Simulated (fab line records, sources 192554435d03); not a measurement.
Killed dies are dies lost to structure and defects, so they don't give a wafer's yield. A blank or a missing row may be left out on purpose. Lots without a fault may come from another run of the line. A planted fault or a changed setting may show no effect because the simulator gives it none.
Split-lot experiment | flow n5_finfet | 7 lots, 39 wafers read, on a route of 1938 steps

THE SPLIT
At N5_BEOL_M5_CVD_47 (deposits Co from CCTBA/H2, target thk 3 nm, time 216 s), the setting target_thk_a was moved away from the recipe's 30 angstrom on 9 of the 39 wafers read, by -43.7% to +44.5%. The other wafers ran this setting at the recipe's value.

The reading is taken at the split's own step.

THE READING
Co_of_BEOL_M5_CVD_47.thk_nm (the simulator's own value, which no gauge read), in nm, at N5_BEOL_M5_CVD_47 (deposits Co from CCTBA/H2, target thk 3 nm, time 216 s). The file gives no usual value for it. The 30 wafers here that ran the recipe average 3.0 nm, standard deviation 0.12 nm.

wafer  | tool, chamber at the split | target_thk_a as run, angstrom | against the recipe | Co_of_BEOL_M5_CVD_47.thk_nm, nm | against lot-mates on the recipe
L078.1 | cvd_co-01, 1               | 37.55                         | +25.2%             | 3.8                             | +0.8
L078.2 | cvd_co-01, 2,1,2           | 30                            | recipe             | 3                               | -
L078.4 | cvd_co-01, 2,1,2           | 30                            | recipe             | 3                               | -
L078.6 | cvd_co-01, 2,1,2           | 30                            | recipe             | 3                               | -
L078.3 | cvd_co-01, 0               | 37.55                         | +25.2%             | 3.6                             | +0.6
L078.5 | cvd_co-01, 0               | 37.55                         | +25.2%             | 3.6                             | +0.6
L084.1 | cvd_co-02, 0,1,2,2,0,1     | 30                            | recipe             | 3                               | -
L084.2 | cvd_co-02, 0,1,2,2,0,1     | 30                            | recipe             | 3                               | -
L084.3 | cvd_co-02, 0,1,2,2,0,1     | 30                            | recipe             | 3                               | -
L084.4 | cvd_co-02, 0,1,2,2,0,1     | 30                            | recipe             | 3                               | -
L084.5 | cvd_co-02, 0,1,2,2,0,1     | 30                            | recipe             | 3                               | -
L084.6 | cvd_co-02, 0,1,2,2,0,1     | 30                            | recipe             | 3                               | -
L085.1 | cvd_co-02, 2               | 30                            | recipe             | 3.2                             | -
L085.4 | cvd_co-02, 2               | 30                            | recipe             | 3.2                             | -
L085.2 | cvd_co-02, 0,1,1,0         | 30                            | recipe             | 3                               | -
L085.3 | cvd_co-02, 0,1,1,0         | 30                            | recipe             | 3                               | -
L085.5 | cvd_co-02, 0,1,1,0         | 30                            | recipe             | 3                               | -
L085.6 | cvd_co-02, 0,1,1,0         | 30                            | recipe             | 3                               | -
L091.1 | cvd_co-02, 1,0             | 30                            | recipe             | 2.8                             | -
L091.2 | cvd_co-02, 1,0             | 30                            | recipe             | 2.8                             | -
L091.3 | cvd_co-02, 2               | 30                            | recipe             | 3.2                             | -
L091.4 | cvd_co-02, 1,2,0           | 43.36                         | +44.5%             | 4.2                             | +1.3
L091.5 | cvd_co-02, 1,2,0           | 43.36                         | +44.5%             | 4.2                             | +1.3
L091.6 | cvd_co-02, 1,2,0           | 43.36                         | +44.5%             | 4.2                             | +1.3
L093.1 | cvd_co-01, 0,1,0,1,0       | 30                            | recipe             | 2.8                             | -
L093.2 | cvd_co-01, 0,1,0,1,0       | 30                            | recipe             | 2.8                             | -
L093.3 | cvd_co-01, 0,1,0,1,0       | 30                            | recipe             | 2.8                             | -
L093.4 | cvd_co-01, 0,1,0,1,0       | 30                            | recipe             | 2.8                             | -
L093.5 | cvd_co-01, 0,1,0,1,0       | 30                            | recipe             | 2.8                             | -
L093.6 | cvd_co-01, 1               | 30                            | recipe             | 3                               | -
L097.1 | cvd_co-02, 0               | 30                            | recipe             | 2.8                             | -
L097.5 | cvd_co-02, 0,1             | 30                            | recipe             | 3                               | -
L097.6 | cvd_co-02, 0,1             | 30                            | recipe             | 3                               | -
L095.1 | cvd_co-01, 0               | 16.9                          | -43.7%             | 1.8                             | -1.2
L095.3 | cvd_co-01, 0               | 16.9                          | -43.7%             | 1.8                             | -1.2
L095.2 | cvd_co-01, 2               | 16.9                          | -43.7%             | 1.6                             | -1.4
L095.4 | cvd_co-01, 2,0,2           | 30                            | recipe             | 3                               | -
L095.5 | cvd_co-01, 2,0,2           | 30                            | recipe             | 3                               | -
L095.6 | cvd_co-01, 2,0,2           | 30                            | recipe             | 3                               | -
Where a row lists several chambers, the file gives one row for several wafers and doesn't say which wafer went through which chamber.

THE FIT
A straight line over all 39 wafers: Co_of_BEOL_M5_CVD_47.thk_nm changes by +0.028 nm for each +1% of target_thk_a; r = +0.98; the points scatter about the line by 0.11 nm.
The same after taking each lot's own level away (the mean of its wafers on the recipe; 39 wafers): +0.0284 nm for each +1%; r = +0.99; scatter 0.087 nm.
On that fit, the largest move of target_thk_a shifts the reading by 1.3 nm.
The lots' own levels span 2.83 to 3.07 nm, that is 2.0 times the standard deviation above.
So the lot-to-lot level changes the slope little: the two slopes agree.
Check: with one of the wafers moved furthest among these (+44.5%) left out of the fit, the line predicts +1.26 nm for it against its lot-mates. It came out at +1.27 nm against them.

THE FILE'S OWN FIT
Co_of_BEOL_M5_CVD_47.thk_nm changes by +0.0284 nm for each +1% of target_thk_a, r = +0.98.
